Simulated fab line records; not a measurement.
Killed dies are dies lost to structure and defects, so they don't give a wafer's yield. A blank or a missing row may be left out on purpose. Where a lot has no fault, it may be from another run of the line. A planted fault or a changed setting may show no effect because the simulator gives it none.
A lot that was struck, set against a sound lot | flow nandHarc | 24 out of 1302 route steps
Sound: the wafers L353.3, L353.4, L353.6. Wafers struck: L365.4, L365.6. The cause comes at the end.
For every step that has rows: the tool of each side, followed by ch and its chambers, followed by its first start. Under that, the readings that differ: sound wafers | struck wafers | difference of the means | sigmas: that difference in standard deviations of wafers without a fault.
alike: a reading whose means differ by less than 2 such deviations, as well as words and numbers matching on both sides. not compared: withheld readings; readings where some wafer has no value; bounds like >300 that might hide an equal value; numbers whose values overlap and for which the record gives no deviation.
Wherever a step has rows on one side only, a row that says differs or no value, or a row with sigmas, the two part there. Numbers that have no deviation but don't overlap get no sigmas and don't part them. A reading that every wafer of one side lacks parts them only if that side has two wafers or more.

NHARC_P_M0_INSPECT_27:
  sound on defectInspect-02, day 9 18:02; struck on defectInspect-02, day 14 15:43
  alike: rawDefectCount
NHARC_P_M0_PRE_CLEAN_31: time 12 s.
  sound on pecvd-03 ch 1,2, day 9 18:06; struck on pecvd-02 ch 0,2, day 14 15:50
  alike: heaterPowerW
NHARC_P_M0_DEP_32: deposits SiCN, target thk 30 nm.
  sound on pecvd-03 ch 1,2, day 9 18:11; struck on pecvd-02 ch 0,2, day 14 16:02
  alike: heaterPowerW
then, 8 steps without rows for these wafers: NHARC_P_M1_DEP_00 (deposits SiOC, target thk 182.5 nm); NHARC_P_M1_DEHYDRATE_01 (time 120 s); NHARC_P_M1_HMDS_02 (time 30 s); NHARC_P_M1_COAT_34 (time 65 s); NHARC_P_M1_COAT_03 (resist thk 90 nm); NHARC_P_M1_SOFTBAKE_04 (time 55 s); NHARC_P_M1_EBR_05; NHARC_P_M1_EXPOSE_06 (exposes mask P M1, target cd 130 nm).
NHARC_P_M1_PEB_07: peb time 65 s.
  sound on lithoTrack-01 ch 0, day 9 19:20; struck on lithoTrack-04 ch 0, day 14 17:02
  alike: heaterPowerTotalW
then, 1 step without rows for these wafers: NHARC_P_M1_DEVELOP_08 (develop time 35 s).
NHARC_P_M1_CD_MEAS_09: the cd target is 130 nm.
  sound on cdSem-03 ch 0, day 9 19:25; struck on cdSem-01 ch 0
reading   | sound             | struck      | difference | sigmas
cdNm (nm) | 129.9 129.5 129.7 | 137.4 137.8 | +7.9       | +13
  not compared: hold
NHARC_P_M1_OVL_MEAS_10: pitch 260 nm.
  sound on overlay-01, day 9 19:31; struck on overlay-02, day 14 19:43
reading | sound | struck                                          | difference                   | sigmas
hold    | - - - | awaitDispo/2.3h/release awaitDispo/2.3h/release | no value on the sound wafers | 
  alike: overlayXNm, overlayYNm
NHARC_P_M1_INSPECT_11:
  sound on defectInspect-02, day 9 19:33; struck on defectInspect-02, day 14 19:45
  alike: rawDefectCount
NHARC_P_M1_DESCUM_14: chemistry O2, time 3 s.
  sound on rieDiel-10 ch 1,2, day 9 19:37; struck on rieDiel-10 ch 2,3, day 14 19:49
reading              | sound             | struck      | difference | sigmas
model.P_M1.cdNm (nm) | 129.2 129.9 129.3 | 137.3 138.2 | +8.3       | 
  alike: drypumpMotorCurrentA, oesProductAu, rfVppV, showerheadPlenumPTorr, throttleValvePct
  not compared: rfHoursCounterH
NHARC_P_M1_ETCH_35: etches the open film in N2/H2, target depth 40 nm, overetch 12 nm, time 43.94 s.
  sound on rieDiel-10 ch 1,3, day 9 19:41; struck on rieDiel-10 ch 1, day 14 19:53
  alike: drypumpMotorCurrentA, oesProductAu, rfVppV, showerheadPlenumPTorr, throttleValvePct
  not compared: rfHoursCounterH
NHARC_P_M1_ETCH_15: etches the open film in C4F8/Ar, target depth 182.5 nm, time 91.2 s.
  sound on rieDiel-10 ch 0,1,2; struck on rieDiel-10 ch 3
reading             | sound             | struck      | difference | sigmas
oesProductAu (a.u.) | 0.927 0.932 0.914 | 0.966 0.969 | +0.043     | +2
  alike: rfVppV
  not compared: rfHoursCounterH
NHARC_P_M1_CD_MEAS_16:
  sound on cdSem-02, day 9 19:55; struck on cdSem-01, day 14 20:18
reading   | sound             | struck      | difference | sigmas
cdNm (nm) | 129.2 130.2 129.7 | 138.1 138.4 | +8.6       | +10
  not compared: hold
NHARC_P_M1_STRIP_18: strips in N2/H2.
  sound on rieDiel-13 ch 1,2,3, day 9 19:59; struck on rieDiel-10 ch 0,1, day 15 00:05
reading | sound | struck                                          | difference                   | sigmas
hold    | - - - | awaitDispo/3.7h/release awaitDispo/3.7h/release | no value on the sound wafers | 
  alike: drypumpMotorCurrentA, oesProductAu, rfVppV, showerheadPlenumPTorr, throttleValvePct
  not compared: rfHoursCounterH
NHARC_P_M1_ETCH_28: etches the open film in CF4/N2, target depth 30 nm, time 72.99 s.
  sound on rieDiel-13 ch 0,2; struck on rieDiel-10 ch 3
reading              | sound             | struck      | difference | sigmas
oesProductAu (a.u.)  | 1.009 1.006 0.997 | 0.984 0.976 | -0.024     | -3
model.P_M1.cdNm (nm) | 128.7 130.3 128.6 | 137.6 139.4 | +9.3       | 
  alike: drypumpMotorCurrentA, rfVppV, showerheadPlenumPTorr, throttleValvePct
  not compared: rfHoursCounterH
then, 1 step without rows for these wafers: NHARC_P_M1_STRIP_19 (strips in post etch residue remover, time 600 s).
-- record jumps: 18 days between struck wafers' starts before vs after; left off in module P_M1, resumes in module END, first step shown is number 1302 of the route --
NHARC_END_SORT_01:
  the record has rows for the struck wafers here (prober-01 ch 0, day 33 08:16) and none for the sound ones

## WHERE THEY PART
At NHARC_P_M1_CD_MEAS_09 first; at NHARC_END_SORT_01 last (within this record only).

WHY: what the simulator had put in
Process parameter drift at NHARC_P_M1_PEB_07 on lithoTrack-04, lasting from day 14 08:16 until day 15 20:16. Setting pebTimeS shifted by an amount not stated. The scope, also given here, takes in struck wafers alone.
